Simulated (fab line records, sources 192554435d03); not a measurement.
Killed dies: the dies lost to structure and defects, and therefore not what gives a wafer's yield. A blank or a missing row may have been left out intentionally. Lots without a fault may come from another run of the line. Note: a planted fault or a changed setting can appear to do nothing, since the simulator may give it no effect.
Matching of chambers    flow n5 finfet    4 sister chambers for N5_BEOL_M11_ALD_74 on ald metal-03
The step deposits TaN, target thk 2 nm, pulse time 2 s, purge time 3 s. 22 wafers are shown with their chamber, then 11 later ones without.

## WAFERS WITH THEIR CHAMBER
wafer   chamber  heater power w (W)  precursor vessel temp c (C)
L079.3  3        331                 74.95
L079.4  1        425                 75.01
L079.6  0        383                 75.07
L083.2  1        422                 74.95
L083.5  3        332                 75.01
L083.6  0        374                 75.06
L081.1  1        425                 74.97
L081.5  3        326                 74.96
L081.6  2        470                 75.13
L084.1  1        416                 74.92
L084.3  3        332                 74.97
L084.4  0        389                 75.00
L087.1  3        332                 74.96
L087.4  1        420                 75.02
L087.5  0        373                 75.25
L090.1  0        369                 75.06
L090.2  2        473                 74.98
L090.5  2        487                 75.01
L092.2  1        412                 74.92
L092.3  2        475                 75.19
L092.4  0        378                 75.02
L093.1  2        471                 74.92

SIGNATURES (averages over the wafers above)
reading                  chamber 0  chamber 1  chamber 2  chamber 3  scatter within a chamber
heater power w           377.67     420.00     475.20     330.60     5.86
precursor vessel temp c  75.0767    74.9650    75.0460    74.9700    0.0748
Rule: a wafer lies at a distance from a chamber equal to the root of the sum of squares, over the readings, of (its reading less the chamber's mean, divided by the reading's scatter). If the next closest chamber is less than 2 further off than the closest, the wafer can't be placed; otherwise it belongs to the closest. How the scatter is found: for the shown wafers, subtract from each reading the mean of its chamber, square and add these, divide the total by (wafers less chambers), then take the root.

## WAFERS WITH NO CHAMBER GIVEN
wafer   heater power w (W)  precursor vessel temp c (C)
L093.3  328                 74.97
L093.6  475                 75.13
L094.2  489                 74.83
L094.3  389                 74.80
L094.5  412                 74.85
L095.1  416                 75.01
L095.3  335                 74.99
L095.4  376                 75.19
L096.1  412                 74.92
L096.3  332                 74.82
L096.5  328                 75.00

## CHAMBER TAKEN BY EACH
wafer   from the rows above      in truth
L093.3  3                        3
L093.6  2                        2
L094.2  2                        2
L094.3  can't be placed: 0 or 1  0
L094.5  1                        1
L095.1  1                        1
L095.3  3                        3
L095.4  0                        0
L096.1  1                        1
L096.3  3                        3
L096.5  3                        3
Placed correctly: 10 of 11. Cannot be placed on the basis of these rows: 1; the candidates contain the true chamber in 1. Wrongly placed: 0.
